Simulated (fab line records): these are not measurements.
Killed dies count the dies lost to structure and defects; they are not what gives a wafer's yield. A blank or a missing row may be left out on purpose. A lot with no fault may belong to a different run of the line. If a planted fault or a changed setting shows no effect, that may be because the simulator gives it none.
fab line records    flow nand_harc
[record] lots = 12  wafers = 36  last_day = 23
route steps=1159 shown A_STAIRCASE@614
lots untouched by any fault: they come from a run of this same line in which no faults occurred
start_h: the number of hours between the record's first day and the start of the first shown wafer of the lot    wait_h: hours elapsed since this lot's preceding step    " repeats the value in the row above    L1.1+2: one row covering several wafers at once    - no value, or no start was given    * or withheld: withheld    < > ~ a bound
route shown NAME@n: NAME is a module with steps in the file, n the number in the route of the first one    usual: mean and standard deviation over wafers with no fault    same: alike in all rows    chamber/n: place in a boat    sites: readings site by site    _std_site: the values' standard deviation    _edge_site: the outer-site mean with the inner-site mean subtracted    radius_mm: how far each site lies from the wafer's centre    mask NAME#n: copy n    behind: tool/chamber where the wafer was last shaped    hold: why the lot went on hold/how many hours it stayed there/how the hold came to an end    device: names the non-switching transistor (n, p or np)    end of line: the route-end tests of the same wafers    a step without rows: its recipe alone    killed: not the wafer's yield, but the dies lost to structure and defects at the first sort    map: per-die view of a wafer (x killed, . not killed, _ where there is no die)
set.NAME: the setting as run; set.NAME@STEP: as run at that earlier step    model.NAME: the simulator's own value behind a step, which no gauge read
the route's steps for a sample of lots (tables are steps, rows are wafers)
services: when a tool's chamber went out of use (start_h, in hours from the record's first day, below 0 if earlier), for how many hours, and the reason
[[steps]]
[step NHARC_A_STAIRCASE_TRIM_220]
[recipe] time_s = 211.2  o2_flow_sccm = 500  ar_flow_sccm = 0  bias_w = 0  chemistry = O2
[usual] drypump_motor_current_A = 5.71/0.2  o2_flow_sccm = 500.0/1.4  oes_product_au = 0.998/0.01  rf_vpp_V = 57.7/0.99  showerhead_plenum_p_Torr = 3.49/0.17  throttle_valve_pct = 17.036/0.0099
lot.wafer  tool         chamber  start_h  wait_h  drypump_motor_current_A  o2_flow_sccm  oes_product_au  rf_hours_counter_h  rf_vpp_V  showerhead_plenum_p_Torr  throttle_valve_pct
L400.4     rie_diel-04  1        247.04   0.1     5.51                     500.0         0.998           46                  56.7      3.49                      17.058
L400.3     "            3        "        "       5.97                     501.5         0.994           47                  57.0      3.65                      17.023
L400.5     "            1        "        "       5.48                     499.3         0.994           -                   57.8      3.49                      17.041
L402.3     rie_diel-06  3        253.18   0.1     5.76                     498.9         1.014           0                   58.7      3.65                      17.022
L402.2     "            1        "        "       6.21                     501.2         0.992           0                   57.7      3.35                      17.029
L402.6     "            3        "        "       5.76                     496.8         1.010           -                   58.9      3.65                      17.040
L405.4     rie_diel-05  3        260.37   0.1     5.78                     500.1         1.006           37                  57.4      3.79                      17.019
L405.1     "            0        "        "       5.73                     498.2         0.990           38                  56.9      3.33                      17.035
L405.5     "            1        "        "       5.75                     499.0         0.993           -                   58.3      3.36                      17.035
L403.4     rie_diel-04  3        260.38   0.1     5.96                     501.2         0.989           53                  58.5      3.65                      17.044
L403.1     "            0        "        "       5.73                     500.8         1.006           52                  57.5      3.63                      17.045
L403.5     "            2        "        "       5.64                     498.9         0.999           -                   57.7      3.78                      17.037
L406.2     rie_diel-05  2        274.48   0.1     5.35                     500.3         1.006           38                  57.1      3.50                      17.018
L406.5     "            2        "        "       5.37                     500.4         1.010           -                   58.8      3.50                      17.034
L406.6     "            3        "        "       5.79                     500.3         1.012           -                   58.8      3.78                      17.038
L407.2     rie_diel-05  1        287.18   0.1     5.74                     500.5         0.982           47                  57.0      3.36                      17.048
L407.4     "            3        "        "       5.82                     502.0         1.006           46                  59.0      3.78                      17.041
L407.6     "            0        "        "       5.71                     502.1         0.994           -                   56.5      3.33                      17.027
L410.1     rie_diel-06  2        294.94   0.2     5.70                     500.2         0.986           16                  57.1      3.34                      17.043
L410.4     "            3        "        "       5.77                     501.5         0.996           15                  58.4      3.64                      17.056
L410.3     "            1        "        "       6.24                     498.2         1.006           18                  57.5      3.34                      17.036
L409.4     rie_diel-06  0        302.19   0.1     5.61                     499.0         1.000           19                  57.7      3.30                      17.055
L409.3     "            3        "        "       5.77                     498.1         1.010           18                  57.0      3.64                      17.040
L409.5     "            1        "        "       6.23                     498.2         1.014           -                   59.8      3.34                      17.040
L412.2     rie_diel-05  1        315.62   0.1     5.73                     500.4         0.993           61                  57.4      3.35                      17.036
L412.3     "            2        "        "       5.36                     500.1         1.001           55                  58.0      3.49                      17.041
L412.5     "            1        "        "       5.74                     498.9         0.996           -                   56.7      3.35                      17.036
L414.3     rie_diel-06  3        316.33   0.1     5.76                     498.8         1.007           24                  57.7      3.64                      17.037
L414.1     "            2        "        "       5.71                     502.3         0.994           24                  58.2      3.33                      17.038
L414.6     "            3        "        "       5.76                     500.5         1.014           -                   57.1      3.64                      17.053
L417.4     rie_diel-05  0        339.67   0.1     5.73                     501.4         1.007           65                  57.3      3.32                      17.054
L417.3     "            1        "        "       5.77                     498.0         0.970           69                  58.1      3.35                      17.021
L417.5     "            1        "        "       5.74                     498.6         0.973           -                   56.2      3.35                      17.028
L419.1     rie_diel-04  3        356.10   1.5     5.99                     498.7         0.992           26                  58.4      3.63                      17.030
L419.3     "            1        "        "       5.52                     498.6         0.990           22                  56.5      3.47                      17.046
L419.5     "            0        "        "       5.72                     501.0         0.998           -                   56.9      3.61                      17.048
[step NHARC_A_STAIRCASE_ETCH_227]
[recipe] target_depth_a = 1000  time_s = 40.5  ion_energy_ev = 400  c4f8_flow_sccm = 20  o2_flow_sccm = 10  ar_flow_sccm = withheld  rf_w = 600  bias_w = 1000  chemistry = C4F8/O2
[usual] oes_product_au = 0.940/0.0095  rf_vpp_V = 895/6.2
lot.wafer  tool         chamber  start_h  wait_h  oes_product_au  rf_hours_counter_h  rf_vpp_V
L400.3     rie_diel-04  2        -        -       0.955           49                  905
L400.4     "            0        "        "       0.944           46                  900
L400.5     "            2        "        "       0.955           -                   903
L402.2     rie_diel-06  2        -        -       0.946           1                   887
L402.3     "            3        "        "       0.951           1                   899
L402.6     "            3        "        "       0.958           -                   902
L403.1     rie_diel-04  2        -        -       0.945           55                  904
L403.4     "            0        "        "       0.940           53                  901
L403.5     "            2        "        "       0.946           -                   904
L405.4     rie_diel-05  2        -        -       0.934           34                  895
L405.1     "            3        "        "       0.942           38                  905
L405.5     "            0        "        "       0.922           -                   888
L406.2     rie_diel-05  0        -        -       0.949           43                  889
L406.5     "            1        "        "       0.946           -                   888
L406.6     "            2        "        "       0.938           -                   894
L407.4     rie_diel-05  2        -        -       0.932           43                  895
L407.2     "            3        "        "       0.933           47                  905
L407.6     "            3        "        "       0.943           -                   904
L410.1     rie_diel-06  3        -        -       0.945           17                  900
L410.3     "            0        "        "       0.930           18                  886
L410.4     "            2        "        "       0.928           17                  889
L409.3     rie_diel-06  2        -        -       0.938           19                  889
L409.4     "            3        "        "       0.952           18                  900
L409.5     "            1        "        "       0.952           -                   887
L412.2     rie_diel-05  2        -        -       0.948           55                  895
L412.3     "            1        "        "       0.936           61                  891
L412.5     "            2        "        "       0.948           -                   894
L414.1     rie_diel-06  3        -        -       0.941           24                  901
L414.3     "            0        "        "       0.933           25                  886
L414.6     "            2        "        "       0.940           -                   888
L417.3     rie_diel-05  1        -        -       0.928           69                  889
L417.4     "            2        "        "       0.943           64                  895
L417.5     "            0        "        "       0.934           -                   888
L419.1     rie_diel-04  2        -        -       0.946           15                  906
L419.3     "            0        "        "       0.941           25                  899
L419.5     "            2        "        "       0.938           -                   904
[step NHARC_A_STAIRCASE_TRIM_231]
[recipe] time_s = 211.2  o2_flow_sccm = 500  ar_flow_sccm = 0  bias_w = 0  chemistry = O2
[usual] drypump_motor_current_A = 5.69/0.2  o2_flow_sccm = 499.7/1.4  oes_product_au = 0.998/0.0093  rf_vpp_V = 57.8/0.9  showerhead_plenum_p_Torr = 3.53/0.17  throttle_valve_pct = 17.037/0.0081
lot.wafer  tool         chamber  start_h  wait_h  drypump_motor_current_A  o2_flow_sccm  oes_product_au  rf_hours_counter_h  rf_vpp_V  showerhead_plenum_p_Torr  throttle_valve_pct
L400.3     rie_diel-04  1        248.42   -       5.46                     498.2         0.991           47                  56.9      3.49                      17.048
L400.4     "            2        "        "       5.63                     497.6         0.998           49                  57.4      3.78                      17.037
L400.5     "            0        "        "       5.70                     503.0         1.006           -                   57.8      3.63                      17.043
L402.3     rie_diel-05  1        254.50   -       5.73                     499.5         1.009           36                  56.9      3.37                      17.037
L402.2     "            2        "        "       5.33                     499.5         1.002           29                  58.5      3.51                      17.039
L402.6     "            2        "        "       5.35                     500.5         1.006           -                   57.7      3.51                      17.041
L403.4     rie_diel-04  2        261.93   -       5.62                     498.4         1.003           55                  60.7      3.78                      17.024
L403.1     "            3        "        "       5.95                     498.6         1.003           53                  55.9      3.65                      17.043
L403.5     "            0        "        "       5.70                     497.3         1.017           -                   58.2      3.63                      17.029
L405.1     rie_diel-06  1        262.08   -       6.22                     501.5         1.010           7                   56.5      3.34                      17.047
L405.4     "            3        "        "       5.79                     499.6         1.014           5                   57.6      3.65                      17.046
L405.5     "            1        "        "       6.22                     501.5         1.008           -                   57.9      3.34                      17.039
L406.2     rie_diel-05  3        275.80   -       5.80                     500.5         1.011           42                  59.7      3.78                      17.033
L406.6     "            1        "        "       5.75                     501.2         0.986           -                   56.7      3.36                      17.025
L406.5     "            2        "        "       5.35                     501.3         0.998           -                   58.9      3.50                      17.040
L407.2     rie_diel-04  3        288.93   -       6.00                     499.6         0.993           61                  57.1      3.64                      17.016
L407.4     "            1        "        "       5.50                     499.9         0.991           -                   58.2      3.48                      17.053
L407.6     "            0        "        "       5.72                     501.2         1.008           -                   58.9      3.62                      17.036
L410.4     rie_diel-05  2        297.09   -       5.34                     501.1         0.996           47                  56.3      3.50                      17.034
L410.3     "            3        "        "       5.81                     501.9         1.009           50                  59.6      3.78                      17.040
L410.1     "            1        "        "       5.75                     498.8         0.981           52                  57.2      3.36                      17.032
L409.4     rie_diel-05  0        303.49   -       5.73                     501.1         0.992           52                  57.5      3.32                      17.034
L409.3     "            3        "        "       5.84                     498.7         1.005           52                  58.8      3.78                      17.042
L409.5     "            0        "        "       5.72                     500.0         1.002           -                   55.8      3.32                      17.040
L412.2     rie_diel-05  0        316.94   -       5.70                     502.5         1.008           58                  58.4      3.32                      17.043
L412.3     "            1        "        "       5.74                     502.0         0.993           61                  58.5      3.35                      17.042
L412.5     "            0        "        "       5.72                     503.6         0.988           -                   56.7      3.32                      17.039
L414.3     rie_diel-04  1        317.78   -       5.48                     497.3         0.972           7                   57.2      3.48                      17.036
L414.1     "            0        "        "       5.76                     499.6         0.993           8                   57.3      3.62                      17.035
L414.6     "            1        "        "       5.49                     499.3         0.988           -                   57.2      3.48                      17.030
L417.4     rie_diel-04  2        341.07   -       5.63                     500.4         1.005           8                   58.3      3.77                      17.028
L417.3     "            3        "        "       5.99                     499.2         0.837           18                  59.1      3.63                      17.036
L417.5     "            2        "        "       5.62                     500.6         1.010           -                   56.7      3.77                      17.034
L419.1     rie_diel-04  1        357.41   -       5.50                     500.4         1.004           23                  57.0      3.47                      17.035
L419.3     "            3        "        "       5.96                     500.3         0.831           26                  57.8      3.63                      17.047
L419.5     "            2        "        "       5.63                     501.9         1.010           -                   58.1      3.76                      17.046
[step NHARC_A_STAIRCASE_ETCH_236]
[recipe] target_depth_a = 1000  time_s = 40.5  ion_energy_ev = 400  c4f8_flow_sccm = 20  o2_flow_sccm = 10  ar_flow_sccm = withheld  rf_w = 600  bias_w = 1000  chemistry = C4F8/O2
[usual] oes_product_au = 0.941/0.012  rf_vpp_V = 896/6.1
lot.wafer  tool         chamber  start_h  wait_h  oes_product_au  rf_hours_counter_h  rf_vpp_V
L400.4     rie_diel-04  1        -        -       0.945           47                  894
L400.3     "            2        "        "       0.936           49                  905
L400.5     "            2        "        "       0.939           -                   905
L402.2     rie_diel-05  2        -        -       0.940           30                  894
L402.3     "            0        "        "       0.938           34                  889
L402.6     "            2        "        "       0.934           -                   896
L403.4     rie_diel-04  1        -        -       0.941           54                  895
L403.1     "            0        "        "       0.950           53                  900
L403.5     "            1        "        "       0.948           -                   895
L405.4     rie_diel-06  2        -        -       0.938           7                   889
L405.1     "            3        "        "       0.956           6                   899
L405.5     "            0        "        "       0.948           -                   888
L406.2     rie_diel-05  3        -        -       0.963           43                  905
L406.6     "            2        "        "       0.949           -                   894
L406.5     "            3        "        "       0.973           -                   905
L407.2     rie_diel-05  0        -        -       0.962           47                  889
L407.4     "            2        "        "       0.953           44                  896
L407.6     "            3        "        "       0.956           -                   904
L410.4     rie_diel-05  2        -        -       0.930           47                  895
L410.3     "            0        "        "       0.938           51                  889
L410.1     "            1        "        "       0.935           53                  889
L409.4     rie_diel-05  1        -        -       0.937           55                  889
L409.3     "            3        "        "       0.945           53                  905
L409.5     "            1        "        "       0.934           -                   891
L412.2     rie_diel-05  2        -        -       0.934           56                  893
L412.3     "            3        "        "       0.934           58                  906
L412.5     "            1        "        "       0.929           -                   889
L414.1     rie_diel-04  1        -        -       0.928           7                   894
L414.3     "            3        "        "       0.926           8                   899
L414.6     "            1        "        "       0.924           -                   895
L417.3     rie_diel-04  2        -        -       0.942           9                   904
L417.4     "            0        "        "       0.948           18                  898
L417.5     "            2        "        "       0.936           -                   903
L419.1     rie_diel-04  1        -        -       0.942           23                  894
L419.3     "            3        "        "       0.940           26                  900
L419.5     "            1        "        "       0.943           -                   894
[[services]]
tool         chamber  start_h  hours  kind
rie_diel-06  -        242.80   9.0    pm
rie_diel-05  0        246.36   -      clean
rie_diel-05  1        246.36   -      clean
rie_diel-05  2        246.36   -      clean
rie_diel-05  3        246.36   -      clean
rie_diel-05  0        270.88   -      clean
rie_diel-05  1        270.88   -      clean
rie_diel-05  2        270.88   -      clean
rie_diel-05  3        270.88   -      clean
rie_diel-04  -        275.37   1.1    repair
rie_diel-04  -        289.03   9.0    pm
rie_diel-05  0        295.50   -      clean
rie_diel-05  1        295.50   -      clean
rie_diel-05  2        295.50   -      clean
rie_diel-05  3        295.50   -      clean
rie_diel-06  0        298.58   3.3    repair
rie_diel-04  2        307.44   18.4   repair
rie_diel-05  0        321.12   -      clean
rie_diel-05  1        321.12   -      clean
rie_diel-05  2        321.12   -      clean
rie_diel-05  3        321.12   -      clean
rie_diel-05  -        340.60   9.0    pm
rie_diel-05  0        340.60   9.0    vent_cycle
rie_diel-05  1        340.60   9.0    vent_cycle
[[key]]
[first_sign] step = NHARC_A_STAIRCASE_TRIM_231  reading = oes_product_au  direction = down  sigmas = 18  usual = 0.998  struck = 0.834
effect none on later readings
met_at NHARC_A_STAIRCASE_TRIM_231
struck_lots L417,L419
struck_wafers L417.3,L419.3
tester_left_out L417,L419
not_acting_at NHARC_A_STAIRCASE_TRIM_220,NHARC_A_STAIRCASE_ETCH_227,NHARC_A_STAIRCASE_ETCH_236
onset_between 317.78 341.07
[fault] kind = process_parameter_drift  tool = rie_diel-04  chamber = -  onset_h = 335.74  steps = NHARC_A_STAIRCASE_TRIM_231  channel = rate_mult  offset = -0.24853  shape = step  end_h = 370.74  scope = struck_wafers_only
// tester_left_out: of these lots the tester's yield and bins aren't shown, on N5 and GAA mostly nor the transistor test; their killed dies are dies lost to structure and defects alone, not to doping, threshold or leakage, so they don't give the yield
